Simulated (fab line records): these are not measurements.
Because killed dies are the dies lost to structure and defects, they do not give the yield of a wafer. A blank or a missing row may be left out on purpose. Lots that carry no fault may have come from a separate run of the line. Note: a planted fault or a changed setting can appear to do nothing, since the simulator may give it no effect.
Matching of chambers | flow nand-harc | NHARC_A_SLIT_ETCH_24 on rie-diel-03 has 4 sister chambers
The step etches the open film in CF4/CHF3, target depth 121 nm, time 60.5 s. 14 wafers are shown with their chamber, then 7 later ones without.

## WAFERS WITH THEIR CHAMBER
wafer  | chamber | rf-vpp-V (V) | cf4-flow-sccm (sccm) | oes-product-au (a.u.)
L541.1 | 1       | 367.9        | 100.0                | 0.961
L541.2 | 3       | 372.7        | 99.6                 | 0.966
L541.4 | 2       | 373.6        | 100.5                | 0.952
L544.1 | 2       | 374.2        | 100.3                | 0.967
L544.2 | 0       | 367.7        | 100.1                | 0.964
L544.4 | 3       | 372.6        | 99.7                 | 0.980
L546.3 | 3       | 372.7        | 99.9                 | 0.919
L546.4 | 2       | 373.3        | 100.2                | 0.939
L546.6 | 2       | 374.2        | 99.9                 | 0.948
L545.1 | 0       | 368.4        | 100.4                | 0.939
L545.2 | 3       | 372.4        | 99.8                 | 0.947
L545.4 | 2       | 373.3        | 99.7                 | 0.966
L550.4 | 0       | 367.6        | 99.2                 | 0.916
L550.5 | 2       | 372.4        | 100.1                | 0.927

SIGNATURES, as means of the wafers listed above
reading        | chamber 0 | chamber 1 | chamber 2 | chamber 3 | scatter within a chamber
rf-vpp-V       | 367.900   | 367.900   | 373.500   | 372.600   | 0.522
cf4-flow-sccm  | 99.900    | 100.000   | 100.117   | 99.750    | 0.352
oes-product-au | 0.93967   | 0.96100   | 0.94983   | 0.95300   | 0.0211
Rule: for a wafer and a chamber, the distance is found by dividing, reading by reading, the gap between the wafer's reading and the chamber's mean by the reading's scatter, squaring, summing and taking the root. The wafer belongs to the nearest chamber; if the next one is less than 2 further off, it can't be placed. The scatter: the root of (the sum of the squares of (reading less its chamber's mean) over the shown wafers, divided by (wafers less chambers)).

## WAFERS WITH NO CHAMBER GIVEN
wafer  | rf-vpp-V (V) | cf4-flow-sccm (sccm) | oes-product-au (a.u.)
L550.6 | 366.1        | 100.2                | 0.930
L559.3 | 366.4        | 100.4                | 0.948
L559.4 | 372.7        | 99.7                 | 0.957
L559.5 | 373.8        | 99.8                 | 0.962
L561.1 | 374.1        | 99.8                 | 0.953
L561.2 | 369.7        | 100.3                | 0.965
L561.3 | 369.5        | 99.7                 | 0.962

## THE CHAMBER EACH PASSED THROUGH
wafer  | from the rows above     | in truth
L550.6 | can't be placed: 0 or 1 | 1
L559.3 | can't be placed: 1 or 0 | 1
L559.4 | can't be placed: 3 or 2 | 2
L559.5 | can't be placed: 2 or 3 | 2
L561.1 | can't be placed: 2 or 3 | 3
L561.2 | can't be placed: 1 or 0 | 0
L561.3 | can't be placed: 1 or 0 | 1
Correct placement for 0 of the 7. Cannot be placed on the basis of these rows: 7; the candidates contain the true chamber in 7. 0 placed wrongly.
